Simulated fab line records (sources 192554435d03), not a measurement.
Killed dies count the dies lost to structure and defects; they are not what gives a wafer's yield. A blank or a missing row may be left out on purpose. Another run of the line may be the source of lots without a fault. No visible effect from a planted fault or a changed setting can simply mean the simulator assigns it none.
Matching of chambers || flow n5 finfet || pecvd-04 running N5_BEOL_M7_DEP_56: 3 sister chambers
The step deposits SiCN from 3MS/NH3, target thk 10 nm, time 17.5 s. 16 wafers are shown with their chamber, then 8 later ones without.

== EACH WAFER AND ITS CHAMBER ==
{"wafer": "L080.2", "chamber": 2, "throttle valve pct (%)": 8.5, "showerhead plenum p Torr (Torr)": 3.643, "chamber pressure Torr (Torr)": 3.002}
{"wafer": "L080.3", "chamber": 1, "throttle valve pct (%)": 9.2, "showerhead plenum p Torr (Torr)": 3.665, "chamber pressure Torr (Torr)": 2.997}
{"wafer": "L080.6", "chamber": 2, "throttle valve pct (%)": 8.4, "showerhead plenum p Torr (Torr)": 3.639, "chamber pressure Torr (Torr)": 2.997}
{"wafer": "L085.2", "chamber": 2, "throttle valve pct (%)": 8.5, "showerhead plenum p Torr (Torr)": 3.643, "chamber pressure Torr (Torr)": 2.997}
{"wafer": "L085.3", "chamber": 1, "throttle valve pct (%)": 9.0, "showerhead plenum p Torr (Torr)": 3.664, "chamber pressure Torr (Torr)": 3.002}
{"wafer": "L085.5", "chamber": 2, "throttle valve pct (%)": 8.4, "showerhead plenum p Torr (Torr)": 3.641, "chamber pressure Torr (Torr)": 2.998}
{"wafer": "L086.1", "chamber": 2, "throttle valve pct (%)": 8.7, "showerhead plenum p Torr (Torr)": 3.644, "chamber pressure Torr (Torr)": 3.003}
{"wafer": "L086.5", "chamber": 0, "throttle valve pct (%)": 11.3, "showerhead plenum p Torr (Torr)": 3.661, "chamber pressure Torr (Torr)": 3.007}
{"wafer": "L086.6", "chamber": 2, "throttle valve pct (%)": 8.3, "showerhead plenum p Torr (Torr)": 3.648, "chamber pressure Torr (Torr)": 3.003}
{"wafer": "L087.2", "chamber": 1, "throttle valve pct (%)": 9.2, "showerhead plenum p Torr (Torr)": 3.658, "chamber pressure Torr (Torr)": 3.001}
{"wafer": "L087.3", "chamber": 2, "throttle valve pct (%)": 8.5, "showerhead plenum p Torr (Torr)": 3.648, "chamber pressure Torr (Torr)": 2.988}
{"wafer": "L087.5", "chamber": 0, "throttle valve pct (%)": 11.3, "showerhead plenum p Torr (Torr)": 3.658, "chamber pressure Torr (Torr)": 3.003}
{"wafer": "L088.1", "chamber": 2, "throttle valve pct (%)": 8.6, "showerhead plenum p Torr (Torr)": 3.645, "chamber pressure Torr (Torr)": 3.004}
{"wafer": "L088.3", "chamber": 0, "throttle valve pct (%)": 11.5, "showerhead plenum p Torr (Torr)": 3.650, "chamber pressure Torr (Torr)": 3.009}
{"wafer": "L088.5", "chamber": 0, "throttle valve pct (%)": 11.4, "showerhead plenum p Torr (Torr)": 3.655, "chamber pressure Torr (Torr)": 3.008}
{"wafer": "L092.1", "chamber": 2, "throttle valve pct (%)": 8.4, "showerhead plenum p Torr (Torr)": 3.638, "chamber pressure Torr (Torr)": 2.990}

SIGNATURES (averages over the wafers above)
{"reading": "throttle valve pct", "chamber 0": 11.375, "chamber 1": 9.133, "chamber 2": 8.478, "scatter within a chamber": 0.114}
{"reading": "showerhead plenum p Torr", "chamber 0": 3.65600, "chamber 1": 3.66233, "chamber 2": 3.64322, "scatter within a chamber": 0.00387}
{"reading": "chamber pressure Torr", "chamber 0": 3.00675, "chamber 1": 3.00000, "chamber 2": 2.99800, "scatter within a chamber": 0.00483}
Rule: for a wafer and a chamber, the distance is found by dividing, reading by reading, the gap between the wafer's reading and the chamber's mean by the reading's scatter, squaring, summing and taking the root. If the next closest chamber is less than 2 further off than the closest, the wafer can't be placed; otherwise it belongs to the closest. How the scatter is found: for the shown wafers, subtract from each reading the mean of its chamber, square and add these, divide the total by (wafers less chambers), then take the root.

== WAFERS WITH NO CHAMBER GIVEN ==
{"wafer": "L092.2", "throttle valve pct (%)": 9.4, "showerhead plenum p Torr (Torr)": 3.666, "chamber pressure Torr (Torr)": 2.993}
{"wafer": "L092.3", "throttle valve pct (%)": 11.2, "showerhead plenum p Torr (Torr)": 3.669, "chamber pressure Torr (Torr)": 2.999}
{"wafer": "L094.2", "throttle valve pct (%)": 9.4, "showerhead plenum p Torr (Torr)": 3.678, "chamber pressure Torr (Torr)": 2.992}
{"wafer": "L094.4", "throttle valve pct (%)": 11.1, "showerhead plenum p Torr (Torr)": 3.664, "chamber pressure Torr (Torr)": 3.008}
{"wafer": "L094.5", "throttle valve pct (%)": 9.2, "showerhead plenum p Torr (Torr)": 3.661, "chamber pressure Torr (Torr)": 2.996}
{"wafer": "L096.2", "throttle valve pct (%)": 8.1, "showerhead plenum p Torr (Torr)": 3.645, "chamber pressure Torr (Torr)": 2.992}
{"wafer": "L096.3", "throttle valve pct (%)": 8.9, "showerhead plenum p Torr (Torr)": 3.657, "chamber pressure Torr (Torr)": 3.012}
{"wafer": "L096.6", "throttle valve pct (%)": 9.2, "showerhead plenum p Torr (Torr)": 3.653, "chamber pressure Torr (Torr)": 2.998}

== WHICH CHAMBER EACH ONE RAN IN ==
{"wafer": "L092.2", "from the rows above": 1, "in truth": 1}
{"wafer": "L092.3", "from the rows above": 0, "in truth": 0}
{"wafer": "L094.2", "from the rows above": 1, "in truth": 1}
{"wafer": "L094.4", "from the rows above": 0, "in truth": 0}
{"wafer": "L094.5", "from the rows above": 1, "in truth": 1}
{"wafer": "L096.2", "from the rows above": 2, "in truth": 2}
{"wafer": "L096.3", "from the rows above": 1, "in truth": 1}
{"wafer": "L096.6", "from the rows above": 1, "in truth": 1}
Placed correctly: 8 of 8. From these rows, 0 cannot be placed. 0 placed wrongly.
